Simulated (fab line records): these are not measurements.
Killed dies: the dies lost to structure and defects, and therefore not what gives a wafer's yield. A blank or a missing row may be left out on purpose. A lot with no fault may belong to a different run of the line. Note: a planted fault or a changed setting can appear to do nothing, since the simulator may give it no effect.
fab line records	flow n5Finfet
[record] lots = 9	wafers = 26	lastDay = 21
route steps=1938 shown MOL_CONTACT_COAG@587 BEOL_M4@1111 PASSIVATION@1936
lots untouched by any fault: they come from a run of this same line in which no faults occurred
startH: hours from the record's opening day to when the first of the lot's shown wafers began	waitH: time in hours since the lot's previous step	" as in the row above	L1.1+2: several wafers, shown together as one row	- no value, or no start was given	* or withheld: withheld	< > ~ a bound
route shown NAME@n: a module of which the file shows steps, and the number in the route of the first	usual: average and standard deviation across the fault-free wafers	same: alike in all rows	chamber/n: place in a boat	sites: the reading at each site	_std_site: how widely they spread, as a standard deviation	_edge_site: outer sites' mean less inner sites'	radiusMm: how far each site lies from the wafer's centre	mask NAME#n: copy n	behind: the tool/chamber that last shaped the wafer	hold: the reason the lot was held/the length of the hold in hours/how it ended	device: whichever transistor did not switch (one of n, p or np)	end of line: at the end of the route, the tests of the same wafers	a step with no rows: only its recipe	killed: dies that structure and defects cost at the first sort, which is not the same as the wafer's yield	map: dies across one wafer; x = killed, . = not, _ = none there
set.NAME: the run value of the setting; set.NAME@STEP: its run value at that earlier step	model.NAME: the simulator's own value behind a step, which no gauge read
one table for each step of the route and one row for each wafer, over a sample of lots
services: from which hour (startH, from the record's first day; less than 0 if before it) a tool's chamber was out of use, for how many hours, and why
[[steps]]
[step N5_MOL_CONTACT_COAG_STRIP_96]
[recipe] chemistry = N2/H2	powerW = 500	tempC = 40	pressureMtorr = 50	rfFrequencyHz = 6e+07	overashFraction = 0.3	biasPowerW = 28	h2Frac = 0.5	n2FlowSccm = 300	h2FlowSccm = 300
[usual] chamberPressureMTorr = 50.00/0.068	drypumpMotorCurrentA = 6.03/0.23	oesProductAu = 0.77/0.075	rfVppV = 121.6/1.2	showerheadPlenumPTorr = 3.28/0.09	throttleValvePct = 18.8/0.42
[same] overashFraction = 0.3
lot.wafer	tool	chamber	startH	waitH	chamberPressureMTorr	drypumpMotorCurrentA	oesProductAu	rfHoursCounterH	rfVppV	showerheadPlenumPTorr	throttleValvePct
L320.2	rieDiel-02	1	107.29	0.0	49.83	6.28	0.68	234	120.7	3.17	19.0
L320.5	"	1	"	"	49.93	6.30	0.68	-	120.8	3.17	19.0
L320.6	"	2	"	"	50.10	6.16	0.78	-	119.9	3.23	18.1
L325.1	rieDiel-04	1	139.57	0.0	49.93	6.06	0.76	140	121.7	3.22	19.2
L325.4	"	3	"	"	49.89	6.14	0.81	85	122.5	3.25	18.9
L325.6	"	2	"	"	49.89	5.81	0.70	-	119.7	3.32	19.2
L327.2	rieDiel-03	2	147.05	0.0	50.16	6.11	0.79	96	121.1	3.23	18.8
L327.3	"	0	"	"	49.93	5.50	0.77	142	120.1	3.33	18.7
L327.6	"	0	"	"	50.01	5.46	0.77	-	122.2	3.34	18.7
L328.3	rieDiel-02	2	151.30	0.0	49.98	6.20	0.76	151	122.8	3.22	18.1
L328.5	"	0	"	"	50.02	6.29	0.85	-	122.5	3.28	18.7
L328.6	"	2	"	"	50.04	6.19	0.77	-	121.5	3.22	18.1
L336.2	rieDiel-04	2	198.07	0.0	49.93	5.81	0.69	242	122.8	3.31	19.3
L336.3	"	0	"	"	50.00	6.02	0.69	235	120.9	3.18	18.6
L336.5	"	2	"	"	50.09	5.81	0.68	-	122.2	3.31	19.3
L338.3	rieDiel-03	0	213.40	0.0	49.96	5.47	0.75	163	121.8	3.32	18.7
L338.4	"	1	"	"	49.95	5.91	0.73	163	120.9	3.23	19.6
L338.6	"	2	"	"	50.02	6.08	0.76	-	122.9	3.22	18.8
L339.1	rieDiel-03	3	217.27	0.0	49.98	5.91	0.73	219	123.1	3.30	18.3
L339.4	"	2	"	"	50.03	6.07	0.76	119	122.8	3.22	18.8
L340.1	rieDiel-03	0	229.33	0.0	49.85	5.45	0.75	168	121.0	3.32	18.8
L340.3	"	2	"	"	50.04	6.09	0.75	122	122.3	3.22	18.8
L340.6	"	1	"	"	49.80	5.96	0.72	-	117.9	3.23	19.6
L342.1	rieDiel-04	0	236.77	0.0	49.87	6.01	0.66	248	121.5	3.18	18.6
L342.4	"	1	"	"	50.07	6.07	0.73	-	119.6	3.20	19.3
L342.5	"	0	"	"	49.97	6.04	0.67	-	121.1	3.18	18.6
[step N5_MOL_CONTACT_COAG_ETCHBACK_134]
[recipe] chemistry = CHF3	target = SiO2	targetDepthA = 100	timeS = 6.7	ionEnergyEv = 200	pressureMtorr = 30	sourceW = 610	biasW = 170	Ar_flow_sccm = 200	CHF3_flow_sccm = 50
[usual] CHF3_flow_sccm = 50.00/0.16	biasW = 170.0/0.53	chamberPressureMTorr = 29.999/0.026	drypumpMotorCurrentA = 6.00/0.2	oesProductAu = 0.76/0.062	rfVppV = 521/9.9	showerheadPlenumPTorr = 2.32/0.051	throttleValvePct = 18.78/0.17	timeS = 6.7/0
lot.wafer	tool	chamber	startH	waitH	CHF3_flow_sccm	biasW	chamberPressureMTorr	drypumpMotorCurrentA	oesProductAu	rfHoursCounterH	rfVppV	showerheadPlenumPTorr	throttleValvePct	timeS
L320.2	rieDiel-04	1	109.20	0.2	49.77	170.1	29.977	6.04	0.79	128	520	2.29	18.75	6.7
L320.5	"	1	"	"	49.85	169.9	30.015	6.06	0.79	-	519	2.29	18.77	6.7
L320.6	"	0	"	"	50.01	170.6	29.942	6.00	0.71	-	513	2.29	18.72	6.7
L325.1	rieDiel-02	2	140.61	0.1	50.04	169.9	30.035	6.17	0.78	148	530	2.30	18.55	6.7
L325.4	"	3	"	"	50.17	170.9	30.025	6.12	0.96	9	524	2.45	18.37	6.7
L325.6	"	0	"	"	50.04	169.3	29.996	6.30	0.86	-	506	2.32	18.53	6.7
L327.2	rieDiel-04	2	148.15	0.2	-	-	-	-	-	-	-	-	-	-
L327.3	"	1	"	"	-	-	-	-	-	-	-	-	-	-
L327.6	"	2	"	"	-	-	-	-	-	-	-	-	-	-
L328.3	rieDiel-02	2	152.54	0.1	-	-	-	-	-	-	-	-	-	-
L328.5	"	0	"	"	-	-	-	-	-	-	-	-	-	-
L328.6	"	2	"	"	-	-	-	-	-	-	-	-	-	-
L336.2	rieDiel-04	0	199.15	0.1	49.99	169.8	30.029	5.99	0.68	235	512	2.28	18.79	6.7
L336.3	"	1	"	"	49.93	170.7	30.019	6.03	0.75	158	518	2.28	18.82	6.7
L336.5	"	1	"	"	49.48	170.8	30.018	6.08	0.75	-	519	2.28	18.83	6.7
L338.3	rieDiel-04	3	214.54	0.1	50.08	170.9	29.999	6.15	0.78	107	513	2.29	18.92	6.7
L338.4	"	2	"	"	49.87	169.9	30.019	5.81	0.69	247	529	2.33	19.04	6.7
L338.6	"	2	"	"	49.83	170.0	30.038	5.78	0.69	-	528	2.33	19.04	6.7
L339.1	rieDiel-02	2	218.49	0.1	49.92	170.7	29.991	6.16	0.75	174	531	2.29	18.60	6.7
L339.4	"	1	"	"	50.15	170.5	30.000	6.30	0.91	16	547	2.55	18.61	6.7
L340.1	rieDiel-04	3	230.60	0.1	49.89	171.0	30.014	6.08	0.77	112	512	2.29	18.94	6.7
L340.3	"	0	"	"	50.00	170.5	30.012	6.03	0.67	245	512	2.27	18.81	6.7
L340.6	"	0	"	"	50.11	170.0	29.984	5.97	0.67	-	512	2.27	18.81	6.7
L342.1	rieDiel-04	3	237.99	0.1	49.91	170.3	30.007	6.17	0.76	115	510	2.29	18.93	6.7
L342.4	"	1	"	"	50.06	169.9	29.967	6.01	0.74	-	517	2.28	18.83	6.7
L342.5	"	0	"	"	50.20	169.5	29.999	6.03	0.67	-	511	2.27	18.82	6.7
[step N5_MOL_CONTACT_COAG_STRIP_72]
[recipe] chemistry = N2/H2	powerW = 450	tempC = 40	pressureMtorr = 20	rfFrequencyHz = 6e+07	overashFraction = 3	biasPowerW = 7	h2Frac = 0.5	n2FlowSccm = 200	h2FlowSccm = 200
[usual] chamberPressureMTorr = 20.01/0.044	drypumpMotorCurrentA = 6.00/0.2	oesProductAu = 0.76/0.062	rfVppV = 59.3/2	showerheadPlenumPTorr = 2.46/0.056	throttleValvePct = 23.6/0.37
[same] overashFraction = 3
lot.wafer	tool	chamber	startH	waitH	chamberPressureMTorr	drypumpMotorCurrentA	oesProductAu	rfHoursCounterH	rfVppV	showerheadPlenumPTorr	throttleValvePct
L320.2	rieDiel-04	1	109.62	0.1	20.05	6.03	0.78	128	58.0	2.44	23.8
L320.5	"	1	"	"	19.96	6.05	0.78	-	58.7	2.43	23.7
L320.6	"	0	"	"	20.01	5.99	0.70	-	61.7	2.41	23.3
L325.1	rieDiel-02	2	140.89	0.0	20.07	6.19	0.78	148	59.4	2.43	22.9
L325.4	"	3	"	"	20.04	6.14	0.94	9	61.1	2.62	23.3
L325.6	"	0	"	"	20.02	6.29	0.84	-	59.3	2.48	23.5
L327.2	rieDiel-04	2	148.43	0.0	19.98	5.80	0.70	226	60.0	2.51	24.0
L327.3	"	1	"	"	19.99	6.08	0.75	142	55.5	2.43	23.8
L327.6	"	2	"	"	20.09	5.82	0.68	-	60.0	2.51	24.0
L328.3	rieDiel-02	2	152.82	0.0	20.04	6.18	0.78	152	57.2	2.43	22.9
L328.5	"	0	"	"	19.93	6.28	0.84	-	57.2	2.48	23.5
L328.6	"	2	"	"	20.02	6.16	0.79	-	56.4	2.43	22.9
L336.2	rieDiel-04	0	199.43	0.0	19.96	6.04	0.66	235	58.9	2.40	23.3
L336.3	"	1	"	"	20.03	6.05	0.75	158	54.8	2.42	23.8
L336.5	"	1	"	"	19.99	6.05	0.74	-	60.0	2.42	23.8
L338.3	rieDiel-04	3	214.82	0.0	19.95	6.15	0.77	107	57.9	2.45	23.8
L338.4	"	2	"	"	20.00	5.86	0.70	247	60.2	2.50	24.0
L338.6	"	2	"	"	20.02	5.84	0.68	-	59.7	2.50	24.0
L339.1	rieDiel-02	2	218.77	0.0	20.05	6.17	0.72	174	62.4	2.42	23.0
L339.4	"	1	"	"	20.04	6.25	0.90	16	59.8	2.70	23.3
L340.1	rieDiel-04	3	230.88	0.0	19.98	6.10	0.77	112	58.0	2.44	23.8
L340.3	"	0	"	"	20.03	5.98	0.68	245	57.7	2.40	23.3
L340.6	"	0	"	"	20.07	6.03	0.67	-	64.2	2.40	23.3
L342.1	rieDiel-04	3	238.27	0.0	20.01	6.16	0.76	115	58.9	2.44	23.8
L342.4	"	1	"	"	19.98	6.06	0.75	-	57.9	2.42	23.8
L342.5	"	0	"	"	20.02	6.00	0.67	-	54.1	2.39	23.4
[step N5_MOL_CONTACT_COAG_STRIP_49]
[recipe] chemistry = N2/H2	timeS = 30	powerW = 1000	tempC = 250	pressureMtorr = withheld	n2FlowSccm = 1750	h2FlowSccm = 3250
[usual] drypumpMotorCurrentA = 5.4/0.35	heaterPowerW = 358/50
[same] timeS = 30
lot.wafer	tool	chamber	startH	waitH	drypumpMotorCurrentA	heaterPowerW	rfHoursCounterH
L320.2	plasmaAsher-02	1	109.73	-	5.8	407	87
L320.5	"	1	"	"	5.8	411	-
L320.6	"	0	"	"	5.0	350	-
L325.1	plasmaAsher-02	1	140.97	-	5.8	423	94
L325.4	"	1	"	"	5.8	414	-
L325.6	"	0	"	"	5.0	351	-
L327.2	plasmaAsher-01	0	148.51	-	5.6	363	52
L327.3	"	0	"	"	5.6	363	-
L327.6	"	1	"	"	5.1	266	-
L328.3	plasmaAsher-01	1	152.92	-	5.1	266	-
L328.5	"	1	"	"	5.2	265	-
L328.6	"	0	"	"	5.6	378	-
L336.2	plasmaAsher-02	1	199.51	-	5.8	410	106
L336.3	"	0	"	"	5.0	351	-
L336.5	"	0	"	"	5.0	347	-
L338.3	plasmaAsher-02	0	214.92	-	5.0	348	-
L338.4	"	1	"	"	5.8	423	-
L338.6	"	1	"	"	5.8	421	-
L339.1	plasmaAsher-02	0	218.85	-	5.0	350	109
L339.4	"	0	"	"	5.0	356	-
L340.1	plasmaAsher-02	1	230.96	-	5.8	410	112
L340.3	"	1	"	"	5.8	427	-
L340.6	"	0	"	"	5.0	346	-
L342.1	plasmaAsher-01	1	238.35	-	5.1	268	68
L342.4	"	0	"	"	5.6	354	-
L342.5	"	1	"	"	5.2	275	-
[step N5_BEOL_M4_RC_MEAS_101]
[usual] DIBL_N = 36.3/1.9	DIBL_P = 36.6/2.4	IOFF_N = 0.17/0.037	IOFF_P = 0.23/0.04	ION_N = 682/14	ION_P = 468/8.6	SS_N = 71.6/0.67	SS_P = 73.4/0.71	VT_N = 248/3.3	VT_P = -248.9/2.9
lot.wafer	tool	chamber	startH	waitH	DIBL_N[mV/V]	DIBL_P[mV/V]	IOFF_N[nA/um]	IOFF_P[nA/um]	ION_N[uA/um]	ION_P[uA/um]	SS_N[mV/dec]	SS_P[mV/dec]	VT_N[mV]	VT_P[mV]
L320.2	prober-02	0	213.27	0.2	36.9	37.1	0.17	0.23	666	460	72.4	73.1	251	-250.3
L320.5	"	0	"	"	39.7	39.7	0.26	0.29	687	468	72.9	74.1	242	-244.7
L320.6	"	0	"	"	34.5	34.6	0.13	0.19	652	454	70.9	72.6	254	-249.8
L325.1	prober-02	0	219.62	0.0	37.1	37.6	0.19	0.25	682	470	72.1	74.1	244	-246.7
L325.4	"	0	"	"	33.7	33.6	0.13	0.19	674	470	70.5	72.3	250	-251.4
L325.6	"	0	"	"	34.2	33.7	0.14	0.19	671	470	71.0	72.5	249	-250.2
L336.2	prober-02	0	332.06	0.2	39.5	40.4	0.24	0.28	717	490	72.4	74.6	243	-248.3
L336.3	"	0	"	"	35.7	33.7	0.14	0.16	691	463	71.7	72.8	251	-255.1
L336.5	"	0	"	"	39.1	37.5	0.22	0.23	691	465	72.9	73.6	243	-250.1
L339.1	prober-02	0	345.51	0.0	36.8	36.7	0.18	0.25	694	483	71.5	73.7	249	-247.9
L339.4	"	0	"	"	35.5	34.5	0.15	0.21	689	476	70.9	73.3	252	-248.4
L338.3	prober-01	0	352.17	0.3	37.1	35.5	0.17	0.25	677	473	72.8	73.9	250	-244.3
L338.4	"	0	"	"	36.6	34.8	0.16	0.24	701	484	72.0	74.0	245	-246.2
L338.6	"	0	"	"	38.4	37.9	0.21	0.29	707	489	72.0	74.2	246	-245.7
L340.1	prober-02	0	356.44	0.0	33.8	34.9	0.16	0.20	699	479	70.9	73.0	246	-250.3
L340.3	"	0	"	"	36.8	37.7	0.21	0.24	699	474	71.7	74.2	246	-246.6
L340.6	"	0	"	"	36.8	37.2	0.22	0.24	698	472	71.5	73.2	242	-250.8
L342.1	prober-02	0	375.51	0.0	34.3	33.4	0.14	0.17	669	459	71.1	72.8	250	-252.5
L342.4	"	0	"	"	34.5	34.6	0.14	0.18	678	469	70.5	73.0	250	-248.1
L342.5	"	0	"	"	34.6	34.5	0.14	0.18	672	456	71.4	72.8	250	-248.1
[step N5_PASSIVATION_PROBE_49]
[usual] defectLimitedYield = 91.2/1.5	killed_at_M0_to_M3 = 35/12	killed_at_M4_up = 14/5.1	killedAtContacts = 13/6	killedAtFrontEnd = 38/12	killedAtOther = 4/3.5	killedDies = 104/18	killedOnRim = 13/3.7	killedOpen = 68/13	killedShort = 33/8.1	sort_bin_5_function = 5.2/1	sort_bin_6_memory = 3.2/0.69	sort_bin_8_speed = 0.01/0.051	sortNPass = 1076/18	sortYieldPct = 91.2/1.5
[same] grossDies = 1180	killedAtBackSide = 0	sort_bin_4_leakage[%] = 0
lot.wafer	tool	chamber	startH	waitH	defectLimitedYield[%]	killed_at_M0_to_M3	killed_at_M4_up	killedAtContacts	killedAtFrontEnd	killedAtOther	killedDies	killedOnRim	killedOpen	killedShort	sort_bin_5_function[%]	sort_bin_6_memory[%]	sort_bin_8_speed[%]	sortNPass	sortYieldPct[%]
L327.2	prober-01	-	332.50	0.1	0	42	10	1088	37	3	1180	152	81	37	96.7	3.1	0	0	0
L327.3	prober-01	-	332.55	0.1	0	43	9	1104	21	3	1180	152	55	32	97.4	2.5	0	0	0
L327.6	prober-01	-	332.70	0.3	0	41	10	1099	21	9	1180	152	60	31	96.6	3.2	0	0	0
L325.1	prober-01	-	333.30	0.0	88.1	53	27	17	43	1	141	19	102	38	7.8	3.8	0	1039	88.1
L325.4	prober-01	-	333.45	0.2	91.4	32	17	19	32	2	102	10	72	29	4.9	3.2	0	1078	91.4
L325.6	prober-01	-	333.55	0.3	92.2	21	16	14	40	1	92	12	63	20	4.3	2.5	0	1088	92.2
L328.3	prober-01	-	360.68	0.1	0	16	13	1124	26	1	1180	152	41	31	96.9	2.5	0	0	0
L328.5	prober-01	-	360.78	0.2	0	36	9	1098	33	4	1180	152	80	37	95.8	3.9	0	0	0
L328.6	prober-01	-	360.83	0.3	0	21	12	1122	21	4	1180	152	48	18	97.3	2.4	0	0	0
L339.1	prober-02	-	453.21	0.0	89.9	32	18	19	42	8	119	14	89	30	5.9	4.0	0	1061	89.9
L339.4	prober-02	-	453.36	0.2	88.5	49	12	23	48	4	136	17	100	36	7.1	4.2	0	1044	88.5
// killed by level:class
L327.2 MOL_CONTACT_COAG:areaEtchback=1060 MOL_CONTACT_COAG:geometricParticle:open=23 BEOL_M0_SAQP:geometricParticle:short=9 BEOL_M3:geometricParticle:open=8 FIN_SAQP:geometricParticle:open=7 BEOL_M0_SAQP:geometricParticle:open=6 ILD0:geometricParticle:open=5 GATE_CUT:geometricParticle:short=5
L327.3 MOL_CONTACT_COAG:areaEtchback=1093 BEOL_M0_SAQP:geometricParticle:open=12 BEOL_M1:geometricParticle:open=9 BEOL_M2:geometricParticle:open=9 BEOL_M0_SAQP:geometricParticle:short=8 MOL_CONTACT_COAG:geometricParticle:open=7 BEOL_M4:geometricParticle:open=5 FIN_SAQP:geometricParticle:short=4
L327.6 MOL_CONTACT_COAG:areaEtchback=1087 BEOL_M0_SAQP:geometricParticle:open=13 MOL_CONTACT_COAG:geometricParticle:open=12 BEOL_M2:geometricParticle:open=9 BEOL_M0_SAQP:geometricParticle:short=8 BEOL_M4:geometricParticle:open=6 DUMMY_GATE:geometricParticle:open=4 BEOL_M1:geometricParticle:open=4
L325.1 FIN_SAQP:geometricParticle:open=15 BEOL_M1:geometricParticle:open=15 BEOL_M4:geometricParticle:open=13 MOL_CONTACT_COAG:geometricParticle:open=12 BEOL_M0_SAQP:geometricParticle:short=8 BEOL_M2:geometricParticle:open=8 STI_FIN_REVEAL:geometricParticle:open=7 BEOL_M3:geometricParticle:open=7
L325.4 MOL_CONTACT_COAG:geometricParticle:open=14 FIN_SAQP:geometricParticle:open=10 BEOL_M0_SAQP:geometricParticle:open=8 STI_FIN_REVEAL:geometricParticle:open=7 BEOL_M2:geometricParticle:open=5 MOL_CONTACT_COAG:geometricParticle:short=5 BEOL_M4:geometricParticle:open=5 FIN_SAQP:geometricParticle:short=4
L325.6 MOL_CONTACT_COAG:geometricParticle:open=12 HKMG_FIN:areaEtch=9 FIN_SAQP:geometricParticle:open=8 BEOL_M1:geometricParticle:open=6 STI_FIN_REVEAL:geometricParticle:open=6 FIN_SAQP:geometricParticle:short=5 BEOL_M4:geometricParticle:open=5 BEOL_M2:geometricParticle:open=4
L328.3 MOL_CONTACT_COAG:areaEtchback=1106 MOL_CONTACT_COAG:geometricParticle:open=12 FIN_SAQP:geometricParticle:short=7 BEOL_M2:geometricParticle:open=6 GATE_CUT:geometricParticle:short=5 FIN_SAQP:geometricParticle:open=4 MOL_CONTACT_COAG:geometricParticle:short=4 BEOL_M4:geometricParticle:short=4
L328.5 MOL_CONTACT_COAG:areaEtchback=1063 MOL_CONTACT_COAG:geometricParticle:open=27 FIN_SAQP:geometricParticle:open=11 FIN_SAQP:geometricParticle:short=10 BEOL_M2:geometricParticle:open=9 MOL_CONTACT_COAG:geometricParticle:short=8 BEOL_M0_SAQP:geometricParticle:short=7 BEOL_M0_SAQP:geometricParticle:open=7
L328.6 MOL_CONTACT_COAG:areaEtchback=1113 MOL_CONTACT_COAG:geometricParticle:open=8 BEOL_M0_SAQP:geometricParticle:open=6 BEOL_M4:geometricParticle:open=6 FIN_SAQP:geometricParticle:open=5 STI_FIN_REVEAL:geometricParticle:open=5 BEOL_M0_SAQP:geometricParticle:short=5 BEOL_M3:geometricParticle:open=4
L339.1 MOL_CONTACT_COAG:geometricParticle:open=14 STI_FIN_REVEAL:geometricParticle:open=12 BEOL_M3:geometricParticle:open=11 FIN_SAQP:geometricParticle:open=10 BEOL_M4:geometricParticle:open=9 BEOL_M0_SAQP:geometricParticle:open=6 MOL_CONTACT_COAG:geometricParticle:short=5 BEOL_M4:geometricParticle:short=5
L339.4 MOL_CONTACT_COAG:geometricParticle:open=19 FIN_SAQP:geometricParticle:open=15 BEOL_M0:geometricParticle:open=12 BEOL_M3:geometricParticle:open=12 BEOL_M1:geometricParticle:open=8 STI_FIN_REVEAL:geometricParticle:open=7 FIN_SAQP:geometricParticle:short=6 BEOL_M0_SAQP:geometricParticle:open=6
[[services]]
tool	chamber	startH	hours	kind
rieDiel-03	-	83.71	14.6	pm
rieDiel-04	2	100.26	10.0	repair
rieDiel-03	1	100.86	6.7	repair
plasmaAsher-01	-	101.59	0.5	repair
rieDiel-02	3	102.85	-	clean
rieDiel-02	3	102.85	-	consumableReplace:focusRing
rieDiel-02	3	102.85	13.7	scheduledDown
rieDiel-02	3	102.85	13.7	ventCycle
rieDiel-02	1	151.07	-	clean
rieDiel-02	1	151.07	-	consumableReplace:focusRing
rieDiel-02	1	151.07	-	consumableReplace:showerhead
rieDiel-02	1	151.07	18.1	scheduledDown
rieDiel-02	1	151.07	18.1	ventCycle
plasmaAsher-01	-	179.22	1.0	repair
rieDiel-04	1	184.51	1.2	repair
plasmaAsher-01	-	193.67	5.8	repair
rieDiel-04	2	219.63	4.6	repair
rieDiel-04	2	228.76	-	clean
rieDiel-04	2	228.76	-	consumableReplace:focusRing
rieDiel-04	2	228.76	14.8	scheduledDown
rieDiel-04	2	228.76	14.8	ventCycle
[[key]]
[firstSign] step = N5_MOL_CONTACT_COAG_ETCHBACK_134	reading = toolRecord	direction = missing
[effect] step = N5_PASSIVATION_PROBE_49	reading = killedAtContacts	direction = up	sigmas = 99+	usual = 13	struck = 1106
[moreKillsBornAt] N5_MOL_CONTACT_COAG_ETCHBACK_134@rieDiel-02 = 3282	N5_MOL_CONTACT_COAG_ETCHBACK_134@rieDiel-04 = 3240
metAt N5_MOL_CONTACT_COAG_ETCHBACK_134
struckLots L327,L328
laterRowsLeftOut L327.2,L327.3,L327.6,L328.3,L328.5,L328.6
notActingAt N5_MOL_CONTACT_COAG_STRIP_96,N5_MOL_CONTACT_COAG_STRIP_72,N5_MOL_CONTACT_COAG_STRIP_49
onsetBetween 140.61 148.15
[fault] kind = skippedStepWhole	tool = rieDiel-02,rieDiel-04	chamber = -	onsetH = 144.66	steps = N5_MOL_CONTACT_COAG_ETCHBACK_134	scope = struckLotsOnly
// laterRowsLeftOut: the simulator's readings of these wafers behind a module that went badly wrong aren't trusted and aren't shown, but for the sort
